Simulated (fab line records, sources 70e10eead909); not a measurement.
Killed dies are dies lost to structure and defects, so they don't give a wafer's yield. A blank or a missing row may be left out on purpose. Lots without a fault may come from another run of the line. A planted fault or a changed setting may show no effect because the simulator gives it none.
Chamber matching | flow nand_harc | NHARC_P_STI_CMP_21 on cmp-04: 4 sister chambers
The step polishes, t overpolish 20 s, target thk 380.67 nm. 8 wafers are shown with their chamber, then 7 later ones without.

WAFERS WITH THEIR CHAMBER
wafer  | chamber | motor_current_A (A) | overpolish_run_s (s)
L529.4 | 2       | 12.3                | 19.995
L529.6 | 0       | 11.9                | 20.006
L535.5 | 3       | 11.6                | 19.993
L536.2 | 3       | 11.5                | 19.994
L536.6 | 0       | 12.3                | 19.989
L537.5 | 1       | 12.8                | 20.007
L542.3 | 2       | 12.5                | 19.992
L542.4 | 1       | 12.7                | 20.010

WAFERS WITHOUT THEIR CHAMBER
wafer  | motor_current_A (A) | overpolish_run_s (s)
L542.6 | 12.0                | 19.998
L545.4 | 12.2                | 20.011
L545.5 | 12.2                | 19.995
L545.6 | 11.9                | 19.999
L547.1 | 11.7                | 19.998
L547.2 | 12.5                | 19.998
L547.3 | 12.6                | 20.005

WHICH CHAMBER EACH WENT THROUGH
wafer  | from the rows above          | in truth
L542.6 | can't be placed: 0 or 2      | 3
L545.4 | can't be placed: 0 or 2 or 1 | 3
L545.5 | can't be placed: 0 or 2      | 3
L545.6 | can't be placed: 0 or 3 or 2 | 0
L547.1 | can't be placed: 3 or 0      | 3
L547.2 | can't be placed: 2 or 1 or 0 | 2
L547.3 | can't be placed: 1 or 2      | 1
Placed correctly: 0 of 7. Can't be placed from these rows: 7 (the true chamber is among the candidates in 4). Placed wrongly: 0.
How it was worked out, from the rows above alone: a wafer's distance from a chamber is the root of the sum, over the readings, of the square of ((its reading less the chamber's mean) divided by the reading's scatter). The wafer belongs to the nearest chamber; if the next one is less than 2 further off, it can't be placed. A chamber's mean is the mean of its shown wafers. The scatter: the root of (the sum of the squares of (reading less its chamber's mean) over the shown wafers, divided by (wafers less chambers)).
